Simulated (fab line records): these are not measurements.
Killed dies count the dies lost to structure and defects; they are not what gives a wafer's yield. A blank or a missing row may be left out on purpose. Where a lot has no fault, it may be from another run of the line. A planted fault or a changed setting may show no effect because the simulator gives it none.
Split-lot experiment    flow n5_finfet    21 wafers read from 7 lots, route of 1938 steps

THE SPLIT
At N5_FIN_CUT_COAT_29 (time 60 s, resist thk 10 nm), the setting spin_rpm was moved away from the recipe's 1500 rpm on 7 of the 21 wafers read, by -8.5% to +9.5%. For the rest of the wafers, this setting stayed at what the recipe calls for.

FROM THE SPLIT TO THE READING: what the file shows between them, 4 steps
- N5_FIN_CUT_COAT_02: resist thk 30 nm
- N5_FIN_CUT_EBR_04
- N5_FIN_CUT_DESCUM_13: chemistry O2, time 7 s
- N5_FIN_CUT_ETCH_30: etches underlayer in N2/H2, target depth 13 nm, time 10.4 s

THE READING
underlayer_of_FIN_CUT_COAT_29.thk_nm (the simulator's own value, which no gauge read), in nm, at N5_FIN_CUT_ETCH_20 (etches SiARC in CF4, target depth 26 nm, time 43.3 s). There is no usual value for it anywhere in the file. Here, 14 wafers ran the recipe; their average is 9.3 nm with a standard deviation of 0.096 nm.

wafer   tool, chamber at the split  spin_rpm as run, rpm  against the recipe  underlayer_of_FIN_CUT_COAT_29.thk_nm, nm  against lot-mates on the recipe
L082.2  litho_track-01, 0           1500                  recipe              9.4                                       -
L082.3  litho_track-01, 0           1429                  -4.7%               9.6                                       +0.2
L082.4  litho_track-01, 0           1429                  -4.7%               9.6                                       +0.2
L083.1  litho_track-05, 0           1372                  -8.5%               9.6                                       +0.4
L083.5  litho_track-05, 0           1372                  -8.5%               9.6                                       +0.4
L083.2  litho_track-05, 0           1500                  recipe              9.2                                       -
L085.1  litho_track-01, 0           1500                  recipe              9.4                                       -
L085.2  litho_track-01, 0           1500                  recipe              9.2                                       -
L085.4  litho_track-01, 0           1500                  recipe              9.2                                       -
L089.3  litho_track-01, 0           1500                  recipe              9.2                                       -
L089.4  litho_track-01, 0           1500                  recipe              9.2                                       -
L089.5  litho_track-01, 0           1500                  recipe              9.4                                       -
L092.3  litho_track-05, 0           1642                  +9.5%               8.8                                       -0.4
L092.6  litho_track-05, 0           1642                  +9.5%               8.8                                       -0.4
L092.4  litho_track-05, 0           1500                  recipe              9.2                                       -
L093.1  litho_track-01, 0           1500                  recipe              9.2                                       -
L093.2  litho_track-01, 0           1500                  recipe              9.2                                       -
L093.4  litho_track-01, 0           1500                  recipe              9.2                                       -
L094.3  litho_track-02, 0           1500                  recipe              9.4                                       -
L094.5  litho_track-02, 0           1500                  recipe              9.4                                       -
L094.4  litho_track-02, 0           1393                  -7.1%               9.8                                       +0.4

FIT RESULTS
A straight line over all 21 wafers: underlayer_of_FIN_CUT_COAT_29.thk_nm changes by -0.0507 nm for each +1% of spin_rpm; r = -0.92; the points scatter about the line by 0.1 nm.
The same after taking each lot's own level away (the mean of its wafers on the recipe; 21 wafers): -0.0453 nm for each +1%; r = -0.97; scatter 0.057 nm.
On that fit, the largest move of spin_rpm shifts the reading by 0.43 nm.
Measured against the standard deviation above, the lots' own levels, which go from 9.20 to 9.40 nm, span 2.1 times it.
Hence the slope depends on the lot-to-lot level, as the two fits are not the same.
Check: for one of the wafers moved furthest among these (+9.5%), held out of the fit, the line's prediction against its lot-mates is -0.432 nm. Against them it came out at -0.4 nm.

THE OTHER SPLITS THESE WAFERS WENT THROUGH
Before the reading, these wafers also passed through other splits. Each is held against what the fit with the lots' levels taken away leaves over:
other split on the same wafers             wafers away from the commonest value  r with underlayer_of_FIN_CUT_COAT_29.thk_nm (lot level and that fit taken away)
N5_WELL_APT_COAT_02 spin_rpm               5                                     -0.28
N5_PMOS_HMC_CHANNEL_EPI_PEB_07 peb_temp_c  6                                     -0.06
N5_PMOS_HMC_CHANNEL_EPI_ETCH_38 bias_w     8                                     +0.19
N5_FIN_SAQP_SPACER1_ALD_24 ald_cycles      5                                     +0.08
N5_FIN_SAQP_ETCH_65 time_s                 5                                     -0.22

THE WHOLE CHAIN: every reading that the file lists as answering this split, in the file's order
step                what it does                                                 reading                                                                                change (the file's fit)                 r (the file's)
N5_FIN_CUT_COAT_29  time 60 s, resist thk 10 nm                                  underlayer_of_FIN_CUT_COAT_29.thk_nm (the simulator's own value, which no gauge read)  -0.0487 nm for each +1% of the setting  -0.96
N5_FIN_CUT_ETCH_30  etches underlayer in N2/H2, target depth 13 nm, time 10.4 s  etch.depth_nm (the simulator's own value, which no gauge read)                         -0.0495 nm for each +1% of the setting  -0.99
N5_FIN_CUT_ETCH_30  etches underlayer in N2/H2, target depth 13 nm, time 10.4 s  CAR-EUV_of_FIN_CUT_COAT_02.thk_nm (the simulator's own value, which no gauge read)     +0.062 nm for each +1% of the setting   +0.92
N5_FIN_CUT_ETCH_20  etches SiARC in CF4, target depth 26 nm, time 43.3 s         underlayer_of_FIN_CUT_COAT_29.thk_nm (the simulator's own value, which no gauge read)  -0.0467 nm for each +1% of the setting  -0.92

FILE'S OWN FIT
underlayer_of_FIN_CUT_COAT_29.thk_nm changes by -0.0467 nm for each +1% of spin_rpm, r = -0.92.
